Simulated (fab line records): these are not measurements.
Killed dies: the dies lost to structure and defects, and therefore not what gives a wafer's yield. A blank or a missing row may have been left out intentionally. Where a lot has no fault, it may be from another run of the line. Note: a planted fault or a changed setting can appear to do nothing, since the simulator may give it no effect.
Matching of chambers -- flow n5-finfet -- pecvd-02 running N5_BEOL_M14_DEP_53: 3 sister chambers
The step deposits SiCN from 3MS/NH3, target thk 50 nm, time 17.8 s. 20 wafers are shown with their chamber, then 10 later ones without.

## EACH WAFER AND ITS CHAMBER
wafer,chamber,showerhead-plenum-p-Torr (Torr),throttle-valve-pct (%),showerhead-vpp-V (V)
L077.3,2,4.10,18.1,1617
L077.4,0,4.17,18.8,1650
L077.5,0,4.18,18.6,1678
L079.3,2,4.11,18.6,1628
L079.4,0,4.17,18.9,1643
L079.6,2,4.10,18.4,1617
L075.1,2,4.11,18.6,1614
L075.4,1,4.19,17.6,1671
L075.5,0,4.18,19.0,1635
L081.2,2,4.12,18.4,1637
L081.3,0,4.18,19.0,1673
L081.5,0,4.17,18.6,1706
L082.1,1,4.19,18.1,1674
L082.4,1,4.20,17.8,1650
L082.6,0,4.17,19.0,1681
L086.2,2,4.11,18.2,1614
L086.3,1,4.19,18.0,1645
L086.4,2,4.10,18.2,1611
L085.1,1,4.19,18.0,1651
L085.3,1,4.20,17.7,1677

SIGNATURES, as means of the wafers listed above
reading,chamber 0,chamber 1,chamber 2,scatter within a chamber
showerhead-plenum-p-Torr,4.1743,4.1933,4.1071,0.00617
throttle-valve-pct,18.843,17.867,18.357,0.192
showerhead-vpp-V,1666.57,1661.33,1619.71,17.6
Rule: distance of a wafer from a chamber = root of the sum over the readings of ((wafer's reading minus chamber's mean) / reading's scatter) squared. The wafer belongs to the nearest chamber; if the next one is less than 2 further off, it can't be placed. The scatter is the square root of a quotient: the sum, over the shown wafers, of each reading's squared deviation from its chamber's mean, divided by wafers minus chambers.

## WAFERS WITH NO CHAMBER GIVEN
wafer,showerhead-plenum-p-Torr (Torr),throttle-valve-pct (%),showerhead-vpp-V (V)
L085.6,4.10,18.7,1634
L091.3,4.18,17.9,1660
L091.4,4.11,18.5,1626
L091.5,4.11,18.3,1594
L090.1,4.11,18.6,1598
L090.2,4.18,18.8,1666
L090.6,4.18,18.8,1654
L096.1,4.10,18.9,1621
L096.2,4.18,17.1,1685
L096.4,4.18,16.9,1691

## WHICH CHAMBER EACH WENT THROUGH
wafer,from the rows above,in truth
L085.6,2,2
L091.3,1,1
L091.4,2,2
L091.5,2,2
L090.1,2,2
L090.2,0,0
L090.6,0,0
L096.1,2,2
L096.2,1,1
L096.4,1,1
Correctly placed: 10 of 10. Number that these rows cannot place: 0. Wrongly placed: 0.
